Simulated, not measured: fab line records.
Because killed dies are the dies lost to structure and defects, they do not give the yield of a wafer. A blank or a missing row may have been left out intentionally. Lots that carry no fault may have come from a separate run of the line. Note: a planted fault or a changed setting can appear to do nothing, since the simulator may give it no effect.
Comparing a struck lot with a sound one || flow n5-finfet || 28 out of 1938 route steps
Sound: these wafers, L711.1, L711.4, L711.5. The struck wafers were L714.3, L714.4, L714.6. Last of all comes the cause.
Per side, at each step with rows, come the tool, then ch with its chambers, and then its first start. Under that, the readings that differ: sound wafers || struck wafers || difference of the means || sigmas: that difference in standard deviations of wafers without a fault.
alike: readings with means less than 2 such deviations apart, plus words and numbers identical on both sides. not compared: withheld readings, readings lacking a value on some wafer, bounds such as >300 that could conceal the same value, and numbers that have no deviation in the record and whose values overlap.
A row with sigmas, a row that says differs or no value, or rows on one side alone: a step with any of these is where the two part. When numbers do not overlap yet have no deviation, they are printed without sigmas and do not part them. Lack of a reading on every wafer of one side parts them only where that side has two or more wafers.

first, 9 steps without rows for these wafers: N5_BEOL_M5_COAT_71 (time 60 s, resist thk 5 nm); N5_BEOL_M5_COAT_05 (resist thk 30 nm); N5_BEOL_M5_EBR_07; N5_BEOL_M5_SOFTBAKE_06 (time 60 s); N5_BEOL_M5_EXPOSE_08 (exposes mask M5, target cd 28 nm); N5_BEOL_M5_PEB_09 (peb time 60 s); N5_BEOL_M5_DEVELOP_10 (develop time 30 s); N5_BEOL_M5_DESCUM_16 (chemistry O2, time 7 s); N5_BEOL_M5_ETCH_72 (etches underlayer in N2/H2, target depth 6.5 nm, time 5.2 s).
N5_BEOL_M5_ETCH_61: etches SiARC in CF4, target depth 15.6 nm, time 26 s.
  sound on rie-diel-03 ch 0,2,3, day 11 02:17; struck on rie-diel-03 ch 1,3, day 11 17:41
  alike: drypump-motor-current-A, etch-rf-on-time-s, oes-product-au, rf-vpp-V, showerhead-plenum-p-Torr, throttle-valve-pct
  not compared: rf-hours-counter-h
then, 15 steps without rows for these wafers: N5_BEOL_M5_ETCH_62 (etches SOC in N2/H2, target depth 75 nm, overetch 15 nm, time 112.5 s); N5_BEOL_M5_STRIP_63 (strips in N2/H2); N5_BEOL_M5_STRIP_73 (strips in N2/H2); N5_BEOL_M5_STRIP_64 (strips in CF4); N5_BEOL_M5_HM_OPEN_17 (chemistry Cl2/BCl3, target TiN, target depth 20 nm, overetch 6 nm); N5_BEOL_M5_STRIP_19 (strips in O2); N5_BEOL_M5_COAT_65 (time 60 s, resist thk 60 nm); N5_BEOL_M5_COAT_66 (time 60 s, resist thk 12 nm); N5_BEOL_M5_COAT_74 (time 60 s, resist thk 5 nm); N5_BEOL_M5_COAT_22 (resist thk 30 nm); N5_BEOL_M5_EBR_24; N5_BEOL_M5_SOFTBAKE_23 (time 60 s); N5_BEOL_M5_EXPOSE_25 (exposes mask V4, defocus 10 nm); N5_BEOL_M5_PEB_26 (peb time 60 s); N5_BEOL_M5_DEVELOP_27 (develop time 30 s).
N5_BEOL_M5_INSPECT_30: inspects for defects (brightfield).
  sound: defect-inspect-02 at day 11 03:07; struck: defect-inspect-01 at day 11 18:34
{"reading": "raw-defect-count", "sound": "435 380 355", "struck": "650 703 673", "difference": "+285", "sigmas": "+3"}
then, 1 step without rows for these wafers: N5_BEOL_M5_DESCUM_33 (chemistry O2, time 7 s).
-- a jump in the record: the struck wafers' starts before and after are 4 days apart (it breaks off in module BEOL_M5 and resumes in module PASSIVATION, where the first step shown is number 1936 of the route) --
N5_PASSIVATION_PROBE_49:
  sound: prober-01 at day 15 11:26; struck: prober-02 at day 16 05:42
{"reading": "defect-limited-yield (%)", "sound": "92.3 91.6 91.8", "struck": "89.8 85.8 89.0", "difference": -3.7, "sigmas": -2}
{"reading": "killed_at_M4_up", "sound": "7 11 10", "struck": "64 68 62", "difference": "+55", "sigmas": "+10"}
{"reading": "killed-dies", "sound": "91 99 97", "struck": "120 168 130", "difference": "+44", "sigmas": "+3"}
{"reading": "killed-on-rim", "sound": "10 11 11", "struck": "22 29 17", "difference": "+12", "sigmas": "+3"}
{"reading": "sort_bin_5_function (%)", "sound": "4.4 5.1 4.3", "struck": "6.0 9.1 6.2", "difference": "+2.5", "sigmas": "+2"}
{"reading": "sort-n-pass", "sound": "1089 1081 1083", "struck": "1060 1012 1050", "difference": -44, "sigmas": -3}
{"reading": "sort-yield-pct (%)", "sound": "92.3 91.6 91.8", "struck": "89.8 85.8 89.0", "difference": -3.7, "sigmas": -2}
  alike: killed_at_M0_to_M3, killed-at-contacts, killed-at-front-end, killed-at-other, killed-open, killed-short, sort_bin_6_memory

## WHERE THEY PART
Earliest at N5_BEOL_M5_INSPECT_30; latest, in this record, at N5_PASSIVATION_PROBE_49.

WHY: whatever the simulator had introduced
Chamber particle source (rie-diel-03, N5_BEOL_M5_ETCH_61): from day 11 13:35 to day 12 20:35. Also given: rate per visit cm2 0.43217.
